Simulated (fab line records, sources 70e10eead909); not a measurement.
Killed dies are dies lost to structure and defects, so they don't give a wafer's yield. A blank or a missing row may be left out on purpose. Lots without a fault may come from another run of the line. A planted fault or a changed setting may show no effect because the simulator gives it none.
A struck lot beside a sound one | flow nand_harc | 14 steps out of a route of 1302
Sound: wafers L432.1, L432.3, L432.5. Struck: wafers L418.1, L418.2, L418.3. The cause comes at the end.
At each step with rows: each side's tool, then ch and its chambers, then its first start. Under that, the readings that differ: sound wafers | struck wafers | difference of the means | sigmas: that difference in standard deviations of wafers without a fault.
alike: readings whose means differ by less than 2 such deviations, and words and numbers that are the same on both sides. not compared: withheld readings, readings that some wafer has no value for, bounds like >300 that may hide the same value, and numbers for which the record gives no deviation and whose values overlap.
The two part at a step that has a row with sigmas, a row that says differs or no value, or rows on one side only. Numbers that don't overlap but have no deviation are shown without sigmas and don't part them. A reading that every wafer of one side lacks parts them only if that side has two wafers or more.

first, 2 steps without rows for these wafers: NHARC_A_STAIRCASE_PRECLEAN_318 (cleans in SC1); NHARC_A_STAIRCASE_SRD_329.
NHARC_A_STAIRCASE_ALD_415: deposits SiO2, target thk 30 nm, pulse time 6 s, ald cycles 300.
  sound on ald_hk-03 ch 2,3, day 25 18:57; struck on ald_hk-03 ch 0,1,2, day 20 12:51
  alike: heater_power_w, precursor_pulse_height_rel
  not compared: since_wet_clean_h
NHARC_A_STAIRCASE_ETCHBACK_416: etches the open film in C4F8/O2/Ar, target depth 36 nm, time 7.2 s.
  sound on rie_diel-01 ch 0,1,3; struck on rie_diel-06 ch 0,1,2
  reading      | sound       | struck      | difference | sigmas
  rf_vpp_V (V) | 717 723 719 | 730 727 731 | +10        | +2
  alike: oes_product_au
  not compared: rf_hours_counter_h
NHARC_A_STAIRCASE_STRIP_476: strips in O2, time 20 s.
  sound on rie_diel-01 ch 0,1,2, day 25 21:16; struck on rie_diel-06 ch 0,1,3, day 20 15:01
  alike: drypump_motor_current_A, mfc_ar_sccm, oes_product_au, rf_vpp_V, showerhead_plenum_p_Torr, throttle_valve_pct
  not compared: rf_hours_counter_h
NHARC_A_STAIRCASE_DEP_417: deposits Si3N4, target thk 60 nm.
  sound on pecvd-04 ch 0,2, day 25 21:24; struck on pecvd-04 ch 0,1,2, day 20 15:07
  alike: heater_power_outer_w, heater_power_w
  not compared: since_wet_clean_h
then, 3 steps without rows for these wafers: NHARC_A_STAIRCASE_WET_418 (chemistry H3PO4, target depth 20 nm); NHARC_A_STAIRCASE_PRECLEAN_419 (cleans in SC1); NHARC_A_STAIRCASE_SRD_421.
NHARC_A_STAIRCASE_ALD_420: deposits SiO2, target thk 20 nm, pulse time 6 s, ald cycles 200.
  sound on ald_hk-02 ch 0,1,2, day 26 00:22; struck on ald_hk-03 ch 0,2,3, day 20 17:59
  alike: heater_power_w, precursor_pulse_height_rel
  not compared: since_wet_clean_h
then, 1 step without rows for these wafers: NHARC_A_STAIRCASE_CVD_552 (deposits SiNx, target thk 40 nm).
NHARC_A_STAIRCASE_DEP_151: deposits SiO2, target thk 7200 nm.
  sound on pecvd-02 ch 0,2, day 26 09:14; struck on pecvd-02 ch 0,1,2, day 20 23:54
  no value came back on the struck wafers for heater_power_outer_w (W), heater_power_w (W), mfc_precursor_sccm (sccm); on the sound wafers heater_power_outer_w (W) reads 400 500 373
  not compared: since_wet_clean_h
then, 1 step without rows for these wafers: NHARC_A_STAIRCASE_ANNEAL_320 (time 1800 s).
NHARC_END_SORT_01:
  the record has rows for the sound wafers here (prober-02 ch 0, day 33 04:43) and none for the struck ones

WHERE THEY PART
First at NHARC_A_STAIRCASE_ETCHBACK_416; last, within this record, at NHARC_END_SORT_01.

WHY: what the simulator had put in
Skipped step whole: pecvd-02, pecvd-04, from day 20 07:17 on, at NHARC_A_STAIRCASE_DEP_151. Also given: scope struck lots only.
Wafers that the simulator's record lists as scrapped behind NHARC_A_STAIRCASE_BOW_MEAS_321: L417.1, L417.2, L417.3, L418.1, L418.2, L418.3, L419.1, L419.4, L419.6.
